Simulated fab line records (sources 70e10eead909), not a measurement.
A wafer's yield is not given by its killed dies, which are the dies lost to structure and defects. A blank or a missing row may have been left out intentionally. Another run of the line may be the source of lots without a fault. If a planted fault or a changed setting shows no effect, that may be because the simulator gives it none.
The same fault as seen by 2 desks || flow nand-harc || every desk sees just its own numbers, and what lay behind them comes last

## THE TOOL OWNER'S DESK: rie-si-01
The tool's own readings at NHARC_P_STI_ETCH_15 (etches the open film in HBr/Cl2, target depth 300 nm, time 100.1 s): means of the sampled wafers that have a number, for each lot that ran on this tool. A lot is out of limits, marked OUT, if its mean lies more than 4 standard deviations from the usual mean; the brackets give that distance.
Columns: A = drypump-motor-current-A at NHARC_P_STI_ETCH_15, usual 5.8 A; B = oes-product-au at NHARC_P_STI_ETCH_15, usual 1.000 a.u.; C = rf-fwd-power-W at NHARC_P_STI_ETCH_15, usual 397.5 W; D = throttle-valve-pct at NHARC_P_STI_ETCH_15, usual 26.405 %
{"lot": "L959", "first seen here": "day 3 15:37", "A": 5.7, "B": 0.997, "C": 396.0, "D": 26.401}
{"lot": "L963", "first seen here": "day 5 08:14", "A": 5.9, "B": 0.999, "C": 395.4, "D": 26.410}
{"lot": "L974", "first seen here": "day 9 21:42", "A": 5.9, "B": 0.991, "C": 397.8, "D": 26.412}
{"lot": "L978", "first seen here": "day 11 14:12", "A": 5.7, "B": "0.909 (-13) OUT", "C": 397.7, "D": 26.407}
This desk's verdict: out of limits on L978, starting with L978 at day 11 14:12 (oes-product-au at NHARC_P_STI_ETCH_15). L959, L963, L974 stayed within limits.

## METROLOGY DESK
What the gauges read for every lot (on any tool): the sampled wafers with a number, averaged. A lot is out of limits, marked OUT, if its mean lies more than 4 standard deviations from the usual mean; the brackets give that distance.
Columns: A = trench-depth-nm at NHARC_P_STI_OCD_MEAS_17, usual 300.3 nm; B = trench-foot-cd-nm at NHARC_P_STI_OCD_MEAS_17, usual 157.7 nm
{"lot": "L957", "first seen here": "day 2 20:53", "A": 300.8, "B": 157.3}
{"lot": "L959", "first seen here": "day 3 15:52", "A": 298.9, "B": 156.4}
{"lot": "L960", "first seen here": "day 4 04:17", "A": 303.6, "B": 156.4}
{"lot": "L961", "first seen here": "day 4 14:50", "A": 300.6, "B": 158.1}
{"lot": "L963", "first seen here": "day 5 08:29", "A": 298.6, "B": 157.1}
{"lot": "L966", "first seen here": "day 6 13:13", "A": 300.8, "B": 159.4}
{"lot": "L967", "first seen here": "day 6 23:14", "A": 301.2, "B": 157.1}
{"lot": "L968", "first seen here": "day 7 10:03", "A": 297.6, "B": 156.3}
{"lot": "L969", "first seen here": "day 7 19:35", "A": 303.3, "B": 155.2}
{"lot": "L974", "first seen here": "day 9 21:59", "A": 297.6, "B": 160.2}
{"lot": "L978", "first seen here": "day 11 14:25", "A": "258.4 (-16) OUT", "B": 164.0}
This desk's verdict: out of limits on L978, starting with L978 at day 11 14:25 (trench-depth-nm at NHARC_P_STI_OCD_MEAS_17). L957, L959, L960, L961, L963, L966, L967, L968, L969, L974 stayed within limits.

## BROUGHT TOGETHER
At day 11 14:12, on L978, the tool owner's desk was in a position to raise an alarm.
The metrology desk could have raised an alarm at day 11 14:25, on L978.
NHARC_P_STI_ETCH_15 was run on rie-si-01 by each of the lots named.

## WHAT THE SIMULATOR PUT IN
rie-si-01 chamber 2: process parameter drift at NHARC_P_STI_ETCH_15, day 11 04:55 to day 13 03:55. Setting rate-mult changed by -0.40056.
Shown lots that were struck: L978.
Time in hours from fault onset to the first out-of-limits reading at each desk: tool owner's desk 9, metrology desk 10.
